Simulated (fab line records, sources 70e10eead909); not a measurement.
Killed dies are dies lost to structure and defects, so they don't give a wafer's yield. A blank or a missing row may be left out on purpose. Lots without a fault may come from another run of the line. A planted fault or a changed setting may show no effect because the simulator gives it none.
Chamber matching | flow nand_harc | NHARC_P_M0_PRE_CLEAN_31 on pecvd-02: 3 sister chambers
The step time 12 s. 24 wafers are shown with their chamber, then 12 later ones without.

WAFERS WITH THEIR CHAMBER
wafer  | chamber | heater_power_w (W)
L074.1 | 2       | 727
L074.2 | 1       | 629
L074.3 | 0       | 490
L076.1 | 1       | 648
L076.2 | 2       | 681
L076.3 | 0       | 558
L077.2 | 1       | 643
L077.3 | 2       | 702
L077.5 | 2       | 706
L079.2 | 2       | 696
L079.5 | 1       | 573
L079.6 | 2       | 693
L083.1 | 1       | 622
L083.5 | 0       | 629
L083.6 | 1       | 627
L083.2 | 0       | 634
L083.3 | 2       | 668
L083.4 | 2       | 656
L084.4 | 0       | 575
L084.5 | 1       | 638
L084.6 | 2       | 703
L087.3 | 2       | 723
L087.5 | 0       | 592
L087.6 | 2       | 717

SIGNATURES (means of the wafers above)
reading        | chamber 0 | chamber 1 | chamber 2 | scatter within a chamber
heater_power_w | 579.67    | 625.71    | 697.45    | 32.9
Rule: a wafer's distance from a chamber is the root of the sum, over the readings, of the square of ((its reading less the chamber's mean) divided by the reading's scatter). The wafer belongs to the nearest chamber; if the next one is less than 2 further off, it can't be placed. The scatter: the root of (the sum of the squares of (reading less its chamber's mean) over the shown wafers, divided by (wafers less chambers)).

WAFERS WITHOUT THEIR CHAMBER
wafer  | heater_power_w (W)
L088.3 | 592
L088.5 | 696
L088.6 | 611
L092.1 | 634
L092.2 | 602
L092.4 | 605
L093.1 | 612
L093.3 | 545
L093.6 | 554
L094.2 | 644
L094.3 | 746
L094.4 | 642

WHICH CHAMBER EACH WENT THROUGH
wafer  | from the rows above          | in truth
L088.3 | can't be placed: 0 or 1      | 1
L088.5 | 2                            | 2
L088.6 | can't be placed: 1 or 0      | 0
L092.1 | can't be placed: 1 or 0 or 2 | 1
L092.2 | can't be placed: 0 or 1      | 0
L092.4 | can't be placed: 1 or 0      | 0
L093.1 | can't be placed: 1 or 0      | 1
L093.3 | can't be placed: 0 or 1      | 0
L093.6 | can't be placed: 0 or 1      | 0
L094.2 | can't be placed: 1 or 2 or 0 | 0
L094.3 | 2                            | 2
L094.4 | can't be placed: 1 or 2 or 0 | 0
Placed correctly: 2 of 12. Can't be placed from these rows: 10 (the true chamber is among the candidates in 10). Placed wrongly: 0.
